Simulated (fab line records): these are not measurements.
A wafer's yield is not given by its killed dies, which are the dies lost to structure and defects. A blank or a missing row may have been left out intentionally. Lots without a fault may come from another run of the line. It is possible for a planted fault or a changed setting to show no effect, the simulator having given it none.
Which tool is to blame?    flow nand-harc    12 lots, 36 wafers sampled, at 5 steps of a route of 1159

WHAT EACH GAUGE READ, for each wafer
NHARC_END_SORT_01. Usual: killed-at-array 25, standard deviation 9.2; killed-at-other 0.9, standard deviation 1.3; killed-at-periphery 3.3, standard deviation 2.3; killed-dies 29, standard deviation 9.6; killed-open 3.2, standard deviation 1.8; killed-short 2, standard deviation 1.4.
lot   measured      on         killed-at-array  killed-at-other  killed-at-periphery  killed-dies  killed-open  killed-short  flag
L773  day 19 11:17  prober-01  39 27 25         0 0 1            3 0 0                42 27 26     5 1 2        5 2 1         
L772  day 19 03:37  prober-02  19 17 12         0 3 0            3 7 9                22 27 21     0 2 1        5 3 1         
L775  day 19 23:46  prober-02  18 15 18         0 0 0            3 1 5                21 16 23     1 0 3        2 0 3         
L777  day 19 15:57  prober-02  20 16 17         1 1 1            2 1 4                23 18 22     6 2 7        1 2 3         
L774  day 20 03:02  prober-01  31 22 30         0 1 0            3 8 4                34 31 34     2 6 3        4 1 2         
L776  day 19 19:08  prober-01  22 25 27         3 1 1            5 1 5                30 27 33     2 1 6        5 2 4         
L781  day 20 22:08  prober-02  50 36 28         3 1 2            5 3 3                58 40 33     7 4 1        1 0 3         
L780  day 21 17:50  prober-01  23 24 21         1 0 0            5 7 1                29 31 22     4 6 3        3 2 1         
L782  day 21 18:38  prober-02  29 23 23         1 1 0            3 3 2                33 27 25     4 2 4        3 1 1         
L785  day 22 10:40  prober-01  107 21 110       0 0 0            3 1 1                110 22 111   6 3 3        2 3 0         OFF
L786  day 23 14:02  prober-02  24 22 27         2 2 5            1 1 1                27 25 33     3 0 4        5 2 5         
L793  day 24 23:00  prober-02  39 43 38         0 1 1            5 6 3                44 50 42     2 4 1        1 1 0         

WHAT TOOL EACH LOT RAN ON (gives the tool, then ch and the chambers of the sampled wafers, and finally the start)
lot   NHARC_A_CHANNEL_FILL_D1_ETCHBACK_19  NHARC_THIN_TSV_DESCUM_35            NHARC_THIN_TSV_ETCH_59             NHARC_THIN_TSV_STRIP_56
L773  rie-si-04 ch 1,2,3, day 9 23:23      rie-diel-11 ch 0,1,3, day 19 01:57  rie-metal-01 ch 0,1, day 19 02:04  plasma-asher-01 ch 0,1, day 19 02:26
L772  rie-si-03 ch 0,1,2, day 9 23:24      rie-diel-11 ch 0,1,2, day 18 19:37  rie-metal-03 ch 0,1, day 18 19:44  plasma-asher-01 ch 0,1, day 18 20:06
L775  rie-si-04 ch 0,2,3, day 10 03:47     rie-diel-04 ch 2,3, day 19 08:27    rie-metal-01 ch 0, day 19 08:35    plasma-asher-01 ch 0,1, day 19 08:56
L777  rie-si-04 ch 2,3, day 10 08:24       rie-diel-04 ch 1,3, day 19 07:10    rie-metal-02 ch 0,1, day 19 07:17  plasma-asher-02 ch 0,1, day 19 07:38
L774  rie-si-03 ch 0,1,3, day 10 08:25     rie-diel-04 ch 0,1, day 19 13:45    rie-metal-01 ch 0, day 19 13:54    plasma-asher-01 ch 0,1, day 19 14:14
L776  rie-si-02 ch 0,1, day 10 13:34       rie-diel-07 ch 2,3, day 19 09:29    rie-metal-02 ch 0,1, day 19 09:37  plasma-asher-02 ch 0,1, day 19 09:58
L781  rie-si-02 ch 0,1,2, day 11 16:37     rie-diel-11 ch 1,2,3, day 20 12:02  rie-metal-03 ch 0,1, day 20 12:12  plasma-asher-02 ch 0,1, day 20 12:34
L780  rie-si-02 ch 1,2,3, day 11 22:16     rie-diel-04 ch 0,2,3, day 21 07:40  rie-metal-01 ch 0,1, day 21 07:47  plasma-asher-01 ch 0,1, day 21 08:08
L782  rie-si-04 ch 0,2,3, day 12 02:44     rie-diel-07 ch 0,1,2, day 21 08:35  rie-metal-03 ch 0,1, day 21 08:45  plasma-asher-02 ch 0,1, day 21 09:04
L785  rie-si-02 ch 0,1, day 12 23:23       rie-diel-07 ch 2,3, day 21 23:40    rie-metal-02 ch 0,1, day 21 23:55  plasma-asher-02 ch 0,1, day 22 00:15
L786  rie-si-03 ch 0,1,3, day 13 10:14     rie-diel-07 ch 0,2,3, day 23 05:14  rie-metal-01 ch 0,1, day 23 05:22  plasma-asher-01 ch 0,1, day 23 05:44
L793  rie-si-04 ch 0,1,3, day 14 18:41     rie-diel-04 ch 0,1,3, day 24 07:10  rie-metal-01 ch 0,1, day 24 07:17  plasma-asher-02 ch 0,1, day 24 07:39
- NHARC_A_CHANNEL_FILL_D1_ETCHBACK_19: etches the open film in HBr/Cl2, target depth 5 nm, time 1.7 s.
- NHARC_THIN_TSV_DESCUM_35: chemistry O2, time 3 s.
- NHARC_THIN_TSV_ETCH_59: etches the open film in Cl2/BCl3, target depth 880 nm, time 138.1 s.
- NHARC_THIN_TSV_STRIP_56: strips in O2.

WHAT THE TOOLS THEMSELVES READ (means of the sampled wafers that have a number; where no wafer has one, the mark that the record gives instead)
NHARC_A_CHANNEL_FILL_D1_ETCHBACK_19. Usual: drypump-motor-current-A 5.6 A, standard deviation 0.33; hbr-flow-sccm 150.0 sccm, standard deviation 0.47; oes-product-au 1.003 a.u., standard deviation 0.01; throttle-valve-pct 26.406 %, standard deviation 0.0089.
lot   tool       drypump-motor-current-A (A)  hbr-flow-sccm (sccm)  oes-product-au (a.u.)  throttle-valve-pct (%)  flag
L773  rie-si-04  5.6                          149.9                 1.006                  26.407                  
L772  rie-si-03  5.7                          149.8                 0.998                  26.407                  
L775  rie-si-04  5.6                          150.0                 1.004                  26.403                  
L777  rie-si-04  5.8                          150.1                 1.016                  26.407                  
L774  rie-si-03  6.0                          150.2                 1.001                  26.417                  
L776  rie-si-02  5.7                          149.5                 0.989                  26.411                  
L781  rie-si-02  5.5                          149.6                 1.000                  26.407                  
L780  rie-si-02  5.5                          150.0                 1.005                  26.409                  
L782  rie-si-04  5.6                          149.9                 1.010                  26.406                  
L785  rie-si-02  5.6                          149.5                 0.992                  26.412                  
L786  rie-si-03  6.0                          150.1                 1.002                  26.400                  
L793  rie-si-04  5.5                          150.6                 1.014                  26.400                  

NHARC_THIN_TSV_DESCUM_35. Usual: drypump-motor-current-A 5.8 A, standard deviation 0.39; o2-flow-sccm 200.0 sccm, standard deviation 0.6; oes-product-au 0.997 a.u., standard deviation 0.0085; rf-vpp-V 57.6 V, standard deviation 0.93; showerhead-plenum-p-Torr 1.89 Torr, standard deviation 0.092; throttle-valve-pct 11.312 %, standard deviation 0.0086.
lot   tool         drypump-motor-current-A (A)  o2-flow-sccm (sccm)  oes-product-au (a.u.)  rf-vpp-V (V)  showerhead-plenum-p-Torr (Torr)  throttle-valve-pct (%)  flag
L773  rie-diel-11  5.9                          200.1                0.989                  57.4          1.89                             11.310                  
L772  rie-diel-11  5.9                          199.8                0.996                  58.3          1.93                             11.313                  
L775  rie-diel-04  5.9                          199.9                0.988                  57.2          1.82                             11.307                  
L777  rie-diel-04  5.6                          199.6                1.003                  57.7          1.95                             11.309                  
L774  rie-diel-04  5.6                          199.4                1.002                  57.7          1.89                             11.320                  
L776  rie-diel-07  6.1                          200.0                1.005                  57.6          1.86                             11.311                  
L781  rie-diel-11  6.1                          200.4                0.994                  57.2          1.88                             11.318                  
L780  rie-diel-04  5.8                          199.7                1.006                  56.7          1.82                             11.315                  
L782  rie-diel-07  5.5                          199.7                1.002                  57.6          1.98                             11.314                  
L785  rie-diel-07  5.6                          200.2                1.004                  58.2          1.95                             11.311                  
L786  rie-diel-07  5.8                          200.2                0.999                  58.5          1.95                             11.317                  
L793  rie-diel-04  5.6                          199.3                0.999                  58.3          1.89                             11.314                  

NHARC_THIN_TSV_ETCH_59. Usual: drypump-motor-current-A 5.8 A, standard deviation 0.39; oes-product-au 1.000 a.u., standard deviation 0.0098; throttle-valve-pct 22.264 %, standard deviation 0.0096.
lot   tool          drypump-motor-current-A (A)  oes-product-au (a.u.)  throttle-valve-pct (%)  flag
L773  rie-metal-01  6.0                          1.017                  22.269                  
L772  rie-metal-03  5.7                          0.998                  22.267                  
L775  rie-metal-01  6.0                          1.013                  22.268                  
L777  rie-metal-02  5.0                          0.997                  22.268                  
L774  rie-metal-01  6.0                          1.019                  22.255                  
L776  rie-metal-02  5.0                          1.001                  22.257                  
L781  rie-metal-03  5.7                          0.996                  22.267                  
L780  rie-metal-01  6.0                          1.011                  22.260                  
L782  rie-metal-03  5.7                          0.994                  22.255                  
L785  rie-metal-02  5.2                          0.993                  22.262                  
L786  rie-metal-01  6.0                          1.002                  22.262                  
L793  rie-metal-01  6.0                          1.003                  22.269                  

NHARC_THIN_TSV_STRIP_56. Usual: drypump-motor-current-A 5.56 A, standard deviation 0.29; heater-power-w 346 W, standard deviation 32.
lot   tool             drypump-motor-current-A (A)  heater-power-w (W)  flag
L773  plasma-asher-01  5.37                         378                 
L772  plasma-asher-01  5.39                         372                 
L775  plasma-asher-01  5.28                         377                 
L777  plasma-asher-02  5.90                         310                 
L774  plasma-asher-01  5.30                         368                 
L776  plasma-asher-02  5.88                         311                 
L781  plasma-asher-02  5.86                         306                 
L780  plasma-asher-01  5.39                         367                 
L782  plasma-asher-02  5.89                         314                 
L785  plasma-asher-02  5.88                         317                 
L786  plasma-asher-01  5.39                         373                 
L793  plasma-asher-02  5.87                         296                 

THE ANSWER, worked out from the rows above alone
Rule: a lot counts as off when the mean over its wafers that have a number is more than 3 standard deviations away from the usual mean. Also off: a lot with no number at a reading for which 4 or more lots have one. The other lots that the step has rows for count as sound. The gauges are gone through in route order, then the tools' own readings, and for those a lot's mean is taken as printed above. At the first step where some lot is off, the reading lying furthest off is the one used; lots without a number count as furthest.
Off: L785, at NHARC_END_SORT_01 (killed-at-array).
If a tool, at a process step before that reading, ran all the lots that are off and no sound lot after the first of them, it fits. The gauges at NHARC_END_SORT_01 are tried like those tools. Can't be told from this: 3 tools fit, rie-si-02 at NHARC_A_CHANNEL_FILL_D1_ETCHBACK_19, rie-metal-02 at NHARC_THIN_TSV_ETCH_59, prober-01 at NHARC_END_SORT_01.

WHAT THE SIMULATOR HAD INSERTED
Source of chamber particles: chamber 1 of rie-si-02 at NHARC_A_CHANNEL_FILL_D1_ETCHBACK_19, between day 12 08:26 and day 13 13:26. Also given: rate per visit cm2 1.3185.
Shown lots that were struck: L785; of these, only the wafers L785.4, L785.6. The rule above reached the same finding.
